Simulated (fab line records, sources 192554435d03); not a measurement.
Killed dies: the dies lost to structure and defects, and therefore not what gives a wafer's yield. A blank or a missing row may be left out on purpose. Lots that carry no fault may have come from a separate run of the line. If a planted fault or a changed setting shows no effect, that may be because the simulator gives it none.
Chamber matching -- flow n5-finfet -- 4 sister chambers for N5_BEOL_M2_STRIP_36 on rie-diel-03
The step strips in N2/H2. 18 wafers are shown with their chamber, then 9 later ones without.

WAFERS PAIRED WITH THEIR CHAMBERS
wafer,chamber,drypump-motor-current-A (A),showerhead-plenum-p-Torr (Torr),throttle-valve-pct (%)
L077.1,3,6.0,2.54,23.7
L077.2,1,6.1,2.59,23.3
L077.5,0,5.4,2.68,22.9
L081.2,1,6.1,2.59,23.3
L081.4,0,5.5,2.67,22.9
L081.5,1,6.1,2.59,23.3
L084.2,2,5.6,2.57,23.0
L084.4,0,5.5,2.67,23.0
L084.6,1,6.1,2.58,23.4
L086.3,3,6.0,2.53,23.7
L086.4,1,6.1,2.58,23.3
L086.5,3,6.0,2.53,23.7
L088.2,3,6.0,2.53,23.7
L088.4,0,5.4,2.67,23.0
L088.5,0,5.5,2.67,22.9
L090.3,0,5.5,2.67,22.9
L090.4,2,5.6,2.57,23.0
L090.5,1,6.1,2.58,23.4

SIGNATURES (averages over the wafers above)
reading,chamber 0,chamber 1,chamber 2,chamber 3,scatter within a chamber
drypump-motor-current-A,5.467,6.100,5.600,6.000,0.0309
showerhead-plenum-p-Torr,2.6717,2.5850,2.5700,2.5325,0.00469
throttle-valve-pct,22.933,23.333,23.000,23.700,0.0436
Rule: for a wafer and a chamber, the distance is found by dividing, reading by reading, the gap between the wafer's reading and the chamber's mean by the reading's scatter, squaring, summing and taking the root. The wafer belongs to the nearest chamber; if the next one is less than 2 further off, it can't be placed. The scatter is the square root of a quotient: the sum, over the shown wafers, of each reading's squared deviation from its chamber's mean, divided by wafers minus chambers.

WAFERS WITH NO CHAMBER GIVEN
wafer,drypump-motor-current-A (A),showerhead-plenum-p-Torr (Torr),throttle-valve-pct (%)
L092.1,5.6,2.57,23.0
L092.2,6.1,2.58,23.4
L092.3,5.5,2.67,23.0
L093.2,5.5,2.67,22.9
L093.3,6.0,2.53,23.7
L093.4,5.6,2.57,23.0
L094.1,6.0,2.53,23.7
L094.5,5.6,2.56,23.0
L094.6,6.1,2.58,23.4

EACH ONE'S CHAMBER
wafer,from the rows above,in truth
L092.1,2,2
L092.2,1,1
L092.3,0,0
L093.2,0,0
L093.3,3,3
L093.4,2,2
L094.1,3,3
L094.5,2,2
L094.6,1,1
9 of 9 placed correctly. Number that these rows cannot place: 0. Placed wrongly: 0.
